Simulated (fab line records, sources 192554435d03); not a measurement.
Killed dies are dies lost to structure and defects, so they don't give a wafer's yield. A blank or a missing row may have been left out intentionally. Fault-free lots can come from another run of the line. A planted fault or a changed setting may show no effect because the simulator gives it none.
fab line records	flow n5Finfet
record: lots: 7	wafers: 18	lastDay: 17
route steps=1938 shown MIM_BOT_LITHO@1855 MIM_BOT_ETCH@1866
lots untouched by any fault: they come from a run of this same line in which no faults occurred
startH: hours from the record's first day to the start of the lot's first wafer shown	waitH: time in hours since the lot's previous step	" repeats the value in the row above	L1.1+2: several wafers, shown together as one row	- either no value or no given start	* or withheld: withheld	< > ~ a bound
route shown NAME@n: a module of which the file shows steps, and the number in the route of the first	usual: average and standard deviation across the fault-free wafers	same: alike in all rows	chamber/n: place in a boat	sites: per-site readings	_std_site: standard deviation of those values	_edge_site: outer sites' mean less inner sites'	radiusMm: how far each site lies from the wafer's centre	mask NAME#n: copy n	behind: the last tool/chamber to shape the wafer	hold: what put the lot on hold/how long, in hours/how the hold closed	device: whichever transistor did not switch (one of n, p or np)	end of line: tests of these same wafers at the route's end	a step without rows: its recipe alone	killed: count of dies lost to structure and defects at first sort (not the wafer's yield)	map: per-die view of a wafer (x killed, . not killed, _ where there is no die)
set.NAME: the run value of the setting; set.NAME@STEP: its run value at that earlier step	model.NAME: the simulator's own value behind a step, which no gauge read
a table for each step, a row for each wafer; lots at some steps of the route
services: from which hour (startH, from the record's first day; less than 0 if before it) a tool's chamber was out of use, for how many hours, and why
== steps ==
step: N5_MIM_BOT_LITHO_COAT_02
recipe: spinRpm: *	resistThkNm: *
step: N5_MIM_BOT_LITHO_EBR_04
recipe: solvent: PGMEA	ebrWidthMm: 1.5
step: N5_MIM_BOT_LITHO_SOFTBAKE_03
recipe: tempC: 100	timeS: 90
step: N5_MIM_BOT_LITHO_EXPOSE_05
recipe: maskId: MIM_BOT	na: 0.55	sourceShape: conventional	sigmaOuter: 0.8	polarization: unpolarized	doseMj: 24.25
step: N5_MIM_BOT_LITHO_PEB_06
recipe: pebTempC: withheld	pebTimeS: *
step: N5_MIM_BOT_LITHO_DEVELOP_07
recipe: developTimeS: 60	rinseLiquid: diw	dry: airSpin	devTempC: 21
step: N5_MIM_BOT_LITHO_HARDBAKE_09
recipe: tempC: 130	timeS: 120
step: N5_MIM_BOT_LITHO_CD_MEAS_08
recipe: targetCdNm: 3000	landingEnergyEv: 500	detector: seInlens	polarity: opening
usual: cdNm: 2999.4/1.6
lot.wafer	tool	chamber	startH	waitH	cdNm
L259.2	cdSem-03	0	276.65	-	2998.2
L259.3	"	0	"	"	2996.8
L259.6	"	0	"	"	2997.7
L260.1	cdSem-01	0	293.00	-	2999.3
L260.2	"	0	"	"	2999.9
L260.6	"	0	"	"	3000.0
L266.2	cdSem-03	0	324.98	-	2999.4
L266.3	"	0	"	"	3000.5
L263.2	cdSem-01	0	353.32	-	2996.2
L263.6	"	0	"	"	2998.4
L269.2	cdSem-02	0	358.10	-	3001.6
L269.3	"	0	"	"	3002.7
L274.1	cdSem-03	0	378.36	-	2997.1
L274.3	"	0	"	"	2999.9
L274.6	"	0	"	"	2997.3
L277.2	cdSem-01	0	391.97	-	2997.0
L277.3	"	0	"	"	2998.5
L277.5	"	0	"	"	2999.0
step: N5_MIM_BOT_LITHO_OVL_MEAS_11
recipe: pointsPerWafer: 44
usual: MIM_BOT_OVL: 3/4.8
lot.wafer	tool	chamber	startH	waitH	MIM_BOT_OVL[nm]
L259.2	overlay-01	0	276.68	0.0	4
L259.3	"	0	"	"	4
L259.6	"	0	"	"	9
L260.1	overlay-01	0	293.03	0.0	4
L260.2	"	0	"	"	5
L260.6	"	0	"	"	0
L266.2	overlay-01	0	325.01	0.0	-3
L266.3	"	0	"	"	10
L263.2	overlay-02	0	353.35	0.0	2
L263.6	"	0	"	"	3
L269.2	overlay-01	0	358.13	0.0	2
L269.3	"	0	"	"	-2
L274.1	overlay-01	0	378.39	0.0	13
L274.3	"	0	"	"	13
L274.6	"	0	"	"	0
L277.2	overlay-02	0	392.00	0.0	3
L277.3	"	0	"	"	3
L277.5	"	0	"	"	-8
step: N5_MIM_BOT_LITHO_INSPECT_12
recipe: mode: adi	inspectInstrument: macro
usual: rawDefectCount: 2.1/1.5
lot.wafer	tool	chamber	startH	waitH	rawDefectCount
L259.2	defectInspect-02	-	276.70	0.0	2
L259.3	"	-	"	"	3
L259.6	"	-	"	"	3
L260.1	defectInspect-02	-	293.05	0.0	3
L260.2	"	-	"	"	4
L260.6	"	-	"	"	1
L266.2	defectInspect-02	-	325.03	0.0	1
L266.3	"	-	"	"	2
L263.2	defectInspect-02	-	353.37	0.0	1
L263.6	"	-	"	"	5
L269.2	defectInspect-02	-	358.15	0.0	5
L269.3	"	-	"	"	2
L274.1	defectInspect-01	-	378.42	0.0	0
L274.3	"	-	"	"	0
L274.6	"	-	"	"	4
L277.2	defectInspect-01	-	392.02	0.0	4
L277.3	"	-	"	"	0
L277.5	"	-	"	"	2
step: N5_MIM_BOT_LITHO_DESCUM_10
recipe: chemistry: O2	timeS: 7.9	sourcePowerW: 50	biasPowerW: 20	pressureMtorr: 20	rfFrequencyHz: 2.712e+07	tempC: 40	o2FlowSccm: 225
usual: chamberPressureMTorr: 19.999/0.016	drypumpMotorCurrentA: 6.0/0.45	oesProductAu: 0.78/0.095	rfVppV: 243.0/1.2	showerheadPlenumPTorr: 2.08/0.06	tempC: 40.03/0.11	throttleValvePct: 20.52/0.24
lot.wafer	tool	chamber	startH	waitH	chamberPressureMTorr	drypumpMotorCurrentA	oesProductAu	rfHoursCounterH	rfVppV	showerheadPlenumPTorr	tempC	throttleValvePct
L259.2	rieDiel-02	1	276.83	0.1	19.985	5.8	0.74	183	243.8	2.08	40.06	20.64
L259.3	"	2	"	"	20.019	6.7	0.72	203	244.6	2.17	40.14	20.88
L259.6	"	0	"	"	20.006	6.2	0.85	-	243.6	2.13	40.05	20.42
L260.1	rieDiel-02	0	293.08	0.0	20.003	6.2	0.84	62	242.3	2.13	39.88	20.40
L260.2	"	2	"	"	19.996	6.6	0.72	211	245.1	2.17	40.08	20.89
L260.6	"	3	"	"	19.969	5.2	0.68	-	241.7	2.08	40.10	20.40
L266.2	rieDiel-01	3	325.06	0.0	19.966	6.7	0.97	15	243.6	2.14	40.01	20.45
L266.3	"	2	"	"	20.033	5.6	0.72	160	241.4	2.01	40.12	20.67
L263.2	rieDiel-01	0	353.40	0.0	19.997	5.9	0.69	230	242.4	1.97	40.10	20.27
L263.6	"	2	"	"	20.012	5.6	0.70	-	240.8	2.01	39.84	20.70
L269.2	rieDiel-01	1	358.19	0.0	19.983	6.2	0.80	131	242.3	2.11	40.15	20.79
L269.3	"	0	"	"	19.992	5.9	0.70	232	240.4	1.97	39.85	20.26
L274.1	rieDiel-04	0	378.45	0.0	19.986	5.3	0.91	21	242.7	2.04	39.94	19.99
L274.3	"	1	"	"	20.004	5.6	0.75	165	242.6	2.07	39.99	20.65
L274.6	"	1	"	"	19.995	5.5	0.75	-	243.1	2.07	39.92	20.64
L277.2	rieDiel-04	0	392.06	0.0	19.996	5.3	0.90	26	243.0	2.04	40.04	20.00
L277.3	"	1	"	"	20.014	5.5	0.74	169	243.3	2.07	40.13	20.66
L277.5	"	3	"	"	19.986	5.6	0.85	-	243.7	2.13	40.19	20.67
step: N5_MIM_BOT_ETCH_ETCH_04
recipe: chemistry: CF4/O2	target: SiNx	targetDepthA: 260	timeS: 13	ionEnergyEv: 100	pressureMtorr: 40	sourceW: 535	biasW: 49	Ar_flow_sccm: 100	cf4FlowSccm: 100	O2_flow_sccm: 10
usual: O2_flow_sccm: 10.00/0.03	biasW: 49.01/0.14	chamberPressureMTorr: 40.00/0.032	drypumpMotorCurrentA: 6.0/0.45	oesProductAu: 0.78/0.096	rfVppV: 240/3.8	showerheadPlenumPTorr: 2.19/0.062	throttleValvePct: 16.07/0.2
lot.wafer	tool	chamber	startH	waitH	O2_flow_sccm	biasW	chamberPressureMTorr	drypumpMotorCurrentA	oesProductAu	rfHoursCounterH	rfVppV	showerheadPlenumPTorr	throttleValvePct
L259.2	rieDiel-02	1	276.89	0.0	10.00	49.00	40.03	5.8	0.75	183	237	2.19	16.17
L259.3	"	2	"	"	9.99	49.03	40.01	6.6	0.72	203	239	2.28	16.45
L259.6	"	0	"	"	10.04	49.21	40.01	6.2	0.85	-	240	2.25	15.96
L260.1	rieDiel-02	0	293.15	0.0	9.97	49.25	39.97	6.2	0.84	62	238	2.25	15.97
L260.2	"	2	"	"	10.00	49.08	40.01	6.7	0.72	211	239	2.28	16.48
L260.6	"	3	"	"	10.02	49.00	39.99	5.2	0.68	-	239	2.20	16.07
L266.2	rieDiel-01	3	325.13	0.0	9.98	49.07	39.96	6.7	0.96	15	244	2.25	15.95
L266.3	"	2	"	"	10.05	48.79	39.96	5.6	0.72	160	239	2.10	16.10
L263.2	rieDiel-01	0	353.47	0.0	10.00	49.10	40.06	5.9	0.67	230	235	2.08	15.93
L263.6	"	2	"	"	10.01	48.89	39.99	5.6	0.71	-	241	2.10	16.11
L269.2	rieDiel-01	1	358.26	0.0	9.98	49.08	40.00	6.2	0.79	131	244	2.22	16.23
L269.3	"	0	"	"	9.96	49.10	39.96	5.9	0.68	232	234	2.08	15.94
L274.1	rieDiel-04	0	378.52	0.0	9.97	49.07	40.02	5.3	0.92	21	233	2.16	15.62
L274.3	"	1	"	"	10.00	49.04	40.01	5.6	0.74	165	239	2.19	16.25
L274.6	"	1	"	"	10.00	49.02	39.99	5.5	0.75	-	239	2.19	16.23
L277.2	rieDiel-04	0	392.12	0.0	10.01	48.97	40.04	5.3	0.91	26	233	2.16	15.62
L277.3	"	1	"	"	10.01	48.84	40.00	5.5	0.75	169	239	2.19	16.23
L277.5	"	3	"	"	10.01	49.20	40.00	5.6	0.88	-	245	2.25	16.17
step: N5_MIM_BOT_ETCH_ETCH_03
recipe: chemistry: Cl2/BCl3	targetDepthA: 120	pressureMtorr: 8	icpW: 800	biasW: 100	Cl2_flow_sccm: 20	bcl3FlowSccm: 80
usual: biasW: 100.0/0.32	chamberPressureMTorr: 8.000/0.0071	drypumpMotorCurrentA: 5.7/0.55	heBacksideLeakSccm: 3.4/0.33	oesProductAu: 0.76/0.12	throttleValvePct: 27.38/0.28
lot.wafer	tool	chamber	startH	waitH	biasW	chamberPressureMTorr	drypumpMotorCurrentA	heBacksideLeakSccm	oesProductAu	rfHoursCounterH	throttleValvePct	model.etch.depthNm	model.coat_of_MIM_BOT_LITHO_COAT_02.thkNm	model.MIM_BOT_ETCH.cdOffsetNm
L259.2	rieMetal-03	1	277.01	0.1	100.0	7.995	4.9	3.2	0.80	-	27.45	12.17	*	-0.8
L259.3	"	1	"	"	100.0	7.995	4.9	3.0	0.79	-	27.44	12.11	*	-0.4
L259.6	"	1	"	"	99.3	7.999	4.9	3.3	0.79	-	27.45	12.1	*	-0.4
L260.1	rieMetal-02	0	293.24	0.1	99.3	8.005	5.1	3.7	0.65	95	27.19	11.7	*	0.4
L260.2	"	1	"	"	100.1	7.989	6.5	3.6	0.67	109	27.18	12.34	*	-0.2
L260.6	"	0	"	"	99.6	8.008	5.2	3.7	0.66	-	27.20	11.75	*	0.2
L266.2	rieMetal-02	1	325.22	0.1	99.9	7.992	6.5	3.5	0.95	111	27.18	20.86	*	-3.8
L266.3	"	1	"	"	99.7	8.008	6.4	3.5	0.66	-	27.18	12.29	*	0
L263.2	rieMetal-02	0	353.56	0.1	99.9	8.012	5.1	5.6	0.92	103	27.23	19.94	*	-2.8
L263.6	"	0	"	"	99.8	8.000	5.1	3.6	0.92	-	27.21	19.88	*	-3
L269.2	rieMetal-02	1	358.35	0.1	99.3	7.993	6.4	3.2	1.38	2	27.33	20.63	*	-3.8
L269.3	"	1	"	"	99.7	8.014	6.5	3.0	0.97	-	27.32	12.3	*	-0.4
L274.1	rieMetal-01	1	378.60	0.1	100.4	8.009	5.7	3.1	0.70	65	27.19	11.64	*	-0.6
L274.3	"	1	"	"	99.6	8.001	5.7	3.3	0.70	-	27.20	11.6	*	-0.2
L274.6	"	0	"	"	100.1	8.001	5.7	3.3	0.98	-	28.10	11.84	*	-0.2
L277.2	rieMetal-01	0	392.21	0.1	100.1	8.003	5.7	3.2	0.98	1	28.08	12.03	*	0
L277.3	"	0	"	"	100.1	8.000	5.7	3.3	0.97	-	28.10	12.02	*	0
L277.5	"	0	"	"	99.6	8.005	5.7	3.2	0.96	-	28.10	11.86	*	-0.2
step: N5_MIM_BOT_ETCH_ETCH_00
recipe: chemistry: Cl2/BCl3	target: TiN	targetDepthA: 455	ionEnergyEv: 150	pressureMtorr: 10	icpW: 1000	biasW: 126	Cl2_flow_sccm: 53.25	bcl3FlowSccm: 21.75	Ar_flow_sccm: 25
usual: biasW: 125.9/0.37	chamberPressureMTorr: 10.000/0.0086	drypumpMotorCurrentA: 5.7/0.55	heBacksideLeakSccm: 3.4/0.33	oesProductAu: 0.76/0.12	throttleValvePct: 21.79/0.27
lot.wafer	tool	chamber	startH	waitH	biasW	chamberPressureMTorr	drypumpMotorCurrentA	heBacksideLeakSccm	oesProductAu	rfHoursCounterH	throttleValvePct	model.coat_of_MIM_BOT_LITHO_COAT_02.thkNm	model.MIM_BOT_ETCH.cdOffsetNm
L259.2	rieMetal-03	1	277.20	0.2	126.1	9.993	4.9	3.4	0.79	-	21.85	*	-0.8
L259.3	"	1	"	"	126.0	10.004	4.9	3.4	0.79	-	21.84	*	-0.4
L259.6	"	1	"	"	126.3	10.004	4.9	3.3	0.79	-	21.85	*	-0.4
L260.1	rieMetal-02	0	293.33	0.1	126.2	9.993	5.1	3.7	0.66	95	21.73	*	0.4
L260.2	"	1	"	"	126.1	10.013	6.5	3.5	0.67	109	21.61	*	-0.2
L260.6	"	0	"	"	126.2	10.006	5.2	3.8	0.66	-	21.73	*	0.2
L266.2	rieMetal-02	1	325.31	0.1	126.8	10.003	6.5	3.4	0.67	111	21.63	*	-3.6
L266.3	"	1	"	"	126.4	9.994	6.5	3.6	0.67	-	21.64	*	0
L263.2	rieMetal-02	0	353.65	0.1	125.4	10.002	5.1	3.6	0.65	103	21.75	*	-2.8
L263.6	"	0	"	"	126.3	9.993	5.1	3.6	0.65	-	21.75	*	-3
L269.2	rieMetal-02	1	358.44	0.1	125.9	10.007	6.5	3.2	0.97	2	21.60	*	-4
L269.3	"	1	"	"	125.6	10.004	6.5	3.3	0.97	-	21.57	*	-0.6
L274.1	rieMetal-01	1	378.69	0.1	125.9	9.999	5.7	3.2	0.70	65	21.56	*	-0.6
L274.3	"	1	"	"	126.6	9.993	5.8	3.4	0.70	-	21.57	*	-0.2
L274.6	"	0	"	"	126.5	10.000	5.7	3.1	0.97	-	22.45	*	-0.4
L277.2	rieMetal-01	0	392.30	0.1	125.5	10.007	5.7	3.4	0.97	1	22.44	*	0
L277.3	"	0	"	"	125.2	10.008	5.7	3.3	0.97	-	22.46	*	0
L277.5	"	0	"	"	125.5	9.994	5.6	3.2	0.97	-	22.45	*	-0.2
step: N5_MIM_BOT_ETCH_STRIP_01
recipe: chemistry: O2	powerW: 600	tempC: 60	pressureMtorr: 30	rfFrequencyHz: 6e+07	biasPowerW: 0	overashFraction: 0.5	o2FlowSccm: 225
usual: chamberPressureMTorr: 29.99/0.075	drypumpMotorCurrentA: 6.0/0.45	oesProductAu: 0.78/0.087	rfVppV: 3.5/1.2	showerheadPlenumPTorr: 2.09/0.059	tempC: 60.01/0.13	throttleValvePct: 16.77/0.23
same: overashFraction: 0.5
lot.wafer	tool	chamber	startH	waitH	chamberPressureMTorr	drypumpMotorCurrentA	oesProductAu	rfHoursCounterH	rfVppV	showerheadPlenumPTorr	tempC	throttleValvePct
L259.2	rieDiel-04	1	277.45	0.2	29.96	5.6	0.80	125	5.3	2.09	60.12	16.78
L259.3	"	2	"	"	29.85	6.0	0.76	137	3.3	2.09	59.93	16.39
L259.6	"	2	"	"	29.97	6.0	0.76	-	1.7	2.09	60.01	16.33
L260.1	rieDiel-04	0	293.47	0.1	30.03	5.3	0.67	246	4.0	2.05	60.04	16.77
L260.2	"	2	"	"	29.85	6.0	0.76	144	2.2	2.09	59.97	16.38
L260.6	"	3	"	"	30.10	5.6	0.91	-	3.4	2.15	59.80	16.77
L266.2	rieDiel-02	2	325.45	0.1	29.88	6.6	0.73	223	2.5	2.17	60.02	17.13
L266.3	"	0	"	"	29.91	6.2	0.82	76	5.2	2.13	59.95	16.66
L263.2	rieDiel-02	0	353.79	0.1	30.00	6.2	0.81	90	3.1	2.12	60.12	16.68
L263.6	"	2	"	"	29.98	6.6	0.70	-	2.5	2.16	59.85	17.23
L269.2	rieDiel-01	2	358.58	0.1	30.07	5.6	0.73	172	3.7	2.01	60.15	16.91
L269.3	"	1	"	"	29.96	6.2	0.81	131	4.6	2.12	59.86	16.98
L274.1	rieDiel-01	3	378.84	0.1	29.93	6.7	0.89	34	2.0	2.14	60.23	16.62
L274.3	"	0	"	"	30.10	5.9	0.70	240	3.7	1.97	60.27	16.58
L274.6	"	0	"	"	29.89	5.9	0.70	-	3.9	1.97	59.91	16.60
L277.2	rieDiel-01	0	392.48	0.1	30.15	5.9	0.68	245	2.4	1.96	60.02	16.64
L277.3	"	3	"	"	30.02	6.7	0.91	39	3.7	2.14	59.92	16.69
L277.5	"	0	"	"	30.04	5.9	0.69	-	2.3	1.96	60.32	16.63
== services ==
tool	chamber	startH	hours	kind
rieDiel-01	1	269.22	5.2	repair
rieDiel-01	-	280.26	14.6	pm
rieDiel-04	0	305.44	-	clean
rieDiel-04	0	305.44	-	consumableReplace:focusRing
rieDiel-04	0	305.44	17.7	scheduledDown
rieDiel-04	0	305.44	17.7	ventCycle
rieDiel-01	1	315.35	8.1	repair
rieMetal-03	1	315.84	18.4	repair
rieDiel-02	1	318.16	4.5	repair
rieDiel-02	3	322.29	6.9	repair
rieMetal-02	1	328.68	-	clean
rieMetal-02	1	328.68	18.1	scheduledDown
rieMetal-02	1	328.68	18.1	ventCycle
rieDiel-02	3	343.56	-	clean
rieDiel-02	3	343.56	-	consumableReplace:focusRing
rieDiel-02	3	343.56	21.9	scheduledDown
rieDiel-02	3	343.56	21.9	ventCycle
rieMetal-01	0	346.92	-	clean
rieMetal-01	0	346.92	19.3	scheduledDown
rieMetal-01	0	346.92	19.3	ventCycle
rieMetal-02	-	366.12	0.7	repair
rieDiel-02	1	372.11	5.3	repair
rieDiel-01	2	372.55	2.4	repair
rieDiel-02	-	382.23	3.2	repair
== key ==
firstSign: step: N5_MIM_BOT_ETCH_ETCH_03	reading: oesProductAu	direction: up	sigmas: 2.3	usual: 0.76	struck: 1.04
effect none on later readings
modelEffect: step: N5_MIM_BOT_ETCH_ETCH_03	value: etch.depthNm	without: 12.04	struck: 20.33
modelEffect: step: N5_MIM_BOT_ETCH_ETCH_00	value: coat_of_MIM_BOT_LITHO_COAT_02.thkNm	without: *	struck: *
metAt N5_MIM_BOT_ETCH_ETCH_03
struckWafers L263.2,L263.6,L266.2,L269.2
onsetBetween 293.24 325.22
fault: kind: processParameterDrift	tool: rieMetal-02	chamber: -	onsetH: 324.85	steps: N5_MIM_BOT_ETCH_ETCH_03	channel: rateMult	offset: 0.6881	shape: step	endH: 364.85	scope: struckWafersOnly
